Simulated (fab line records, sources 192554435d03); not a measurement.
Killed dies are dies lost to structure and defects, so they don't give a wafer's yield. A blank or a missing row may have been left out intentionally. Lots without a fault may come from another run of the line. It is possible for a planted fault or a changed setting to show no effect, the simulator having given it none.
Problem report, 8D (eight disciplines) form, completed by code -- flow n5-finfet -- the parts of the form that need people (team, actions taken, sign-off) are left out

## 1. THE ISSUE
Wafers without a fault read 172.4 W, standard deviation 0.79; heater-power-total-W at N5_BEOL_M13_PEB_26 reads a mean of 179.5 W on 4 wafers belonging to 3 lots. Measured from the usual mean, that is +9.0 standard deviations.
The step: peb time 90 s.
The first sign was on wafer L860.1 at day 15 22:15, on litho-track-05. The record holds 19 wafers of 7 lots with a number at this step. By rule, "out" or "out of limits" means more than 4 standard deviations away from the usual mean. Any other wafer with a number is counted as sound.

## 2. WHAT IT IS AND WHAT IT IS NOT
question,is,is not
which readings at this step,heater-power-total-W,-
which lots,"L860, L861, L865","L850, L851, L868, L869"
which wafers of those lots,"L860.1, L860.3, L861.1, L865.3","L860.2, L861.6, L865.6"
read on which tools,litho-track-05,litho-track-04
when,from day 15 22:15,"up to then (7 sound wafers); but 8 sound wafers of L861, L865, L868, L869 came after"

## 3. SUSPECTS, AND WHAT RULES EACH OUT
Counting: a tool at a process step up to the reading stays a suspect if it ran every lot that is out. Sound lots after the first of them don't rule it out here, since some wafers of a struck lot are sound.
- rie-diel-06 at N5_BEOL_M13_VIA_ETCH_16 (etches SiOC in C4F8/O2/Ar, target depth 921.7 nm): kept. It processed each lot that is out (first: L860, day 15 21:35); up to then, its last sound lot is L851 (day 12 19:08).
- plasma-asher-02 at N5_BEOL_M13_STRIP_63 (strips in N2/H2): kept. It processed each lot that is out (first: L860, day 15 21:50); up to then, its last sound lot is L850 (day 12 19:11).
- plasma-asher-02 at N5_BEOL_M13_STRIP_64 (strips in N2/H2): kept. It processed each lot that is out (first: L860, day 15 21:53); up to then, its last sound lot is L850 (day 12 19:15).
- litho-track-05 at N5_BEOL_M13_PEB_26 (peb time 90 s): kept. It processed each lot that is out (first: L860, day 15 22:15); up to then, its last sound lot is L851 (day 12 19:48). On those wafers its own readings are out: heater-power-total-W.
Left after counting: rie-diel-06 at N5_BEOL_M13_VIA_ETCH_16, plasma-asher-02 at N5_BEOL_M13_STRIP_63, plasma-asher-02 at N5_BEOL_M13_STRIP_64, litho-track-05 at N5_BEOL_M13_PEB_26.

## 4. THE CAUSE (what the simulator had put in)
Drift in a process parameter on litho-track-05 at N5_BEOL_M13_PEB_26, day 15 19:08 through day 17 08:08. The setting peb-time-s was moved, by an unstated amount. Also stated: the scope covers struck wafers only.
This tool is one of the 4 suspects left after counting.

## 5. THE CHAIN OF EFFECTS, in route order
Each row: a reading whose mean over the struck wafers that have a number lies more than 3 standard deviations from the usual. Scope: only readings with a usual standard deviation given in the record; hours: median across lots of the time from each lot's start at the first step in this table that gives one to its start at this step; sigmas: change in usual standard deviations.
hours,step,reading,usual,on struck wafers,change,sigmas
0,N5_BEOL_M13_PEB_26,heater-power-total-W,172.4 W,179.5,+7.1,+9.0
Its process steps:
- N5_BEOL_M13_PEB_26: peb time 90 s.
Later measuring or inspecting steps at which every struck wafer that the step has a row for has a number for every such reading, and none has moved that far: N5_BEOL_M13_CD_MEAS_28, N5_BEOL_M13_OVL_MEAS_29, N5_BEOL_M13_INSPECT_30.

## 6. HOW IT WOULD HAVE BEEN CAUGHT EARLIER
In this record no reading fell out of limits until day 15 22:15, 3 hours after the fault had begun at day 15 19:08.
